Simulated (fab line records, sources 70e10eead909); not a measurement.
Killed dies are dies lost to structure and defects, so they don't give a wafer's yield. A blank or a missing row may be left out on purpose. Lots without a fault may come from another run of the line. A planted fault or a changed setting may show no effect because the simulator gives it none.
Which tool did it? | flow nand_harc | 6 lots, 18 wafers sampled, at 5 steps of a route of 1302

WHAT THE GAUGES READ, wafer by wafer
NHARC_END_SORT_01.
lot  | measured     | on        | killed_at_array
L613 | day 28 03:13 | prober-02 | 669 674 673

WHICH TOOL RAN EACH LOT (tool, then ch and the chambers of the sampled wafers, then the start)
lot  | NHARC_A_DECK1_JOINT_ETCH_11         | NHARC_A_BONDPAD_STRIP_15           | NHARC_A_BONDPAD_CMP_19        | NHARC_HYBRID_BOND_ACTIVATE_00
L606 | wet_bench-09 ch 3,4,6, day 11 11:13 | rie_diel-05 ch 0,2,3, day 23 18:35 | cmp-04 ch 0,1,3, day 23 20:12 | rie_diel-11 ch 0,2,3, day 23 20:50
L609 | wet_bench-07 ch 0,6,7, day 12 17:04 | rie_diel-03 ch 0,2,3, day 24 09:16 | cmp-02 ch 0,2, day 24 10:52   | rie_diel-11 ch 1,3, day 24 11:27
L613 | wet_bench-07 ch 1,3,6, day 14 16:05 | -                                  | -                             | -
L622 | wet_bench-09 ch 0,2,3, day 17 22:32 | rie_diel-05 ch 0,1,3, day 30 06:07 | cmp-04 ch 2,3, day 30 07:44   | rie_diel-11 ch 1,2, day 30 08:19
L624 | wet_bench-07 ch 1,2,7, day 19 01:10 | rie_diel-05 ch 0,1, day 30 22:42   | cmp-01 ch 0,1, day 31 00:28   | rie_diel-11 ch 0,1, day 31 01:04
L627 | wet_bench-09 ch 5,6,7, day 20 05:57 | rie_diel-05 ch 0,1,3, day 31 22:14 | cmp-02 ch 0,1,3, day 32 00:12 | rie_diel-11 ch 0,2,3, day 32 00:48
- NHARC_A_DECK1_JOINT_ETCH_11: etches SiO2 in dHF, target depth 35 nm.
- NHARC_A_BONDPAD_STRIP_15: strips in O2.
- NHARC_A_BONDPAD_CMP_19: polishes, t overpolish 30 s, cu recess touch 16 s, target thk 169.82 nm.
- NHARC_HYBRID_BOND_ACTIVATE_00: chemistry N2, time 60 s.

THE ANSWER, worked out from the rows above alone
Rule: what is usual is taken from the lots themselves. Put in order of their means at a reading, lots are off if they are a third of the lots or fewer, leave a main group of 4 or more, and stand apart from it by a gap of 3 or more times the standard deviation of the main group's means; of several such gaps the widest counts. A main group whose means are all the same, to the digits that the tables above print for the reading, isn't used. A lot without any number at a reading at which 4 lots or more have one is off too. The other lots that the step has rows for count as sound.
No lot is off at any reading shown: from this, nothing can be told.

WHAT THE SIMULATOR HAD PUT IN
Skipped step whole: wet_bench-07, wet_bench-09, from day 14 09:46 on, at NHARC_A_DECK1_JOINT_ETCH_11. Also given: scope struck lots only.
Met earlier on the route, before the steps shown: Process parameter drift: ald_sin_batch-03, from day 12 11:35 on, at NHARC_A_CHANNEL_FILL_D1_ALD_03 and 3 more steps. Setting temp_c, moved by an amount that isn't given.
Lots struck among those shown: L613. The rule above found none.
